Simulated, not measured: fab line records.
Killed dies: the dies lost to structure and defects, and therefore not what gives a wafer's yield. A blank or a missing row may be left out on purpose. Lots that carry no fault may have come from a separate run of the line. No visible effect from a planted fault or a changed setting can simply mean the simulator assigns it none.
A struck lot beside a sound one | flow n5_finfet | 38 steps out of a route of 1938
Sound: the wafers L703.1, L703.3, L703.4. Struck: wafers L721.1, L721.3, L721.6. Last of all comes the cause.
At each step with rows: each side's tool, then ch and its chambers, then its first start. Under that, the readings that differ: sound wafers | struck wafers | difference of the means | sigmas: that difference in standard deviations of wafers without a fault.
alike: a reading whose means differ by less than 2 such deviations, as well as words and numbers matching on both sides. not compared: withheld readings; readings where some wafer has no value; bounds like >300 that might hide an equal value; numbers whose values overlap and for which the record gives no deviation.
The two part at a step that has a row with sigmas, a row that says differs or no value, or rows on one side only. When numbers do not overlap yet have no deviation, they are printed without sigmas and do not part them. Lack of a reading on every wafer of one side parts them only where that side has two or more wafers.

first, 11 steps without rows for these wafers: N5_BEOL_M5_ETCH_68 (etches SOC in N2/H2, target depth 80 nm, overetch 16 nm, time 120 s); N5_BEOL_M5_STRIP_69 (strips in N2/H2); N5_BEOL_M5_STRIP_76 (strips in N2/H2); N5_BEOL_M5_VIA_ETCH_34 (etches SiCOH lowk in C4F6/O2, target depth 88.3 nm, time 39.2 s); N5_BEOL_M5_STRIP_85 (strips in C4F6/O2); N5_BEOL_M5_STRIP_36 (strips in N2/H2); N5_BEOL_M5_TRENCH_ETCH_37 (etches SiCOH lowk in C4F6/O2, target depth 71.652 nm, time 24.7 s); N5_BEOL_M5_ETCH_41 (etches SiCN in CH3F/O2, target depth 31.5 nm, time 56.7 s); N5_BEOL_M5_STRIP_91 (strips in N2/H2, time 10 s); N5_BEOL_M5_HM_STRIP_39 (strips TiN in peroxide tin strip, target depth 25 nm, time 158 s); N5_BEOL_M5_SRD_40 (time 30 s).
N5_BEOL_M5_PRECLEAN_42: cleans in residue remover, time 60 s.
  sound on wet_bench-05 ch 4,6,7, day 8 22:04; struck on wet_bench-05 ch 0,1,2, day 12 14:29
then, 25 steps without rows for these wafers: N5_BEOL_M5_SRD_43 (time 30 s); N5_BEOL_M5_CURE_80 (cures SiCOH lowk, time 120 s); N5_BEOL_M5_DEGAS_44 (time 60 s); N5_BEOL_M5_PRE_CLEAN_45 (time 30 s); N5_BEOL_M5_ALD_86 (deposits TaN, pulse time 2 s, purge time 3 s, co reactant purge time 2 s); N5_BEOL_M5_SURFACE_TREAT_87; N5_BEOL_M5_CVD_47 (deposits Co from CCTBA/H2, target thk 3 nm, time 216 s); N5_BEOL_M5_SPUTTER_48 (material Cu, target thk 15 nm, time 27.62 s); N5_BEOL_M5_ANNEAL_49 (time 1800 s); N5_BEOL_M5_SPUTTER_81 (material Cu, target thk 15 nm, time 27.62 s); N5_BEOL_M5_ANNEAL_82 (time 1800 s); N5_BEOL_M5_SPUTTER_83 (material Cu, target thk 15 nm, time 27.62 s); N5_BEOL_M5_ANNEAL_84 (time 1800 s); N5_BEOL_M5_SPUTTER_88 (material Cu, target thk 15 nm, time 27.62 s); N5_BEOL_M5_ANNEAL_89 (time 1800 s); N5_BEOL_M5_SPUTTER_90 (material Cu, target thk 4.5 nm, time 8.29 s); N5_BEOL_M5_ECD_50 (material Cu, target thk 300 nm); N5_BEOL_M5_ANNEAL_51 (time 90 s); N5_BEOL_M5_CMP_52 (polishes, stops on SiCOH lowk, t overpolish 6.9 s, target thk 62 nm); N5_BEOL_M5_PRE_CLEAN_77 (time 15 s); N5_BEOL_M5_CO_CAP_78 (material Co, precursor CCTBA/H2, target thk 2 nm, time 102.1 s); N5_BEOL_M5_PRE_CLEAN_55 (time 15 s); N5_BEOL_M5_DEP_56 (deposits SiCN from 3MS/NH3, target thk 8 nm, time 14 s); N5_BEOL_M6_ILD_DEP_00 (deposits SiCOH lowk from DEMS/porogen, target thk 179.75 nm, time 33.4 s); N5_BEOL_M6_CURE_74 (cures SiCOH lowk, time 240 s).
-- a jump in the record: the struck wafers' starts before and after are 5 days apart (it breaks off in module BEOL_M6 and resumes in module PASSIVATION, where the first step shown is number 1936 of the route) --
N5_PASSIVATION_PROBE_49:
  sound on prober-01 at day 13 08:47; struck on prober-02 at day 17 11:29
  reading                  | sound          | struck         | difference | sigmas
  defect_limited_yield (%) | 92.5 91.3 91.9 | 85.6 86.0 85.8 | -6.1       | -4
  killed_at_M4_up          | 12 6 14        | 55 99 71       | +64        | +12
  killed_dies              | 88 103 96      | 170 165 168    | +72        | +4
  killed_on_rim            | 13 12 4        | 27 32 28       | +19        | +5
  sort_bin_5_function (%)  | 4.4 5.2 5.5    | 9.2 9.1 7.7    | +3.6       | +4
  sort_n_pass              | 1092 1077 1084 | 1010 1015 1012 | -72        | -3
  sort_yield_pct (%)       | 92.5 91.3 91.9 | 85.6 86.0 85.8 | -6.1       | -4
  alike: killed_at_M0_to_M3, killed_at_contacts, killed_at_front_end, killed_at_other, killed_open, killed_short, sort_bin_6_memory

== WHERE THEY PART ==
Only at N5_PASSIVATION_PROBE_49, as far as this record shows.

WHY: what the simulator had put in
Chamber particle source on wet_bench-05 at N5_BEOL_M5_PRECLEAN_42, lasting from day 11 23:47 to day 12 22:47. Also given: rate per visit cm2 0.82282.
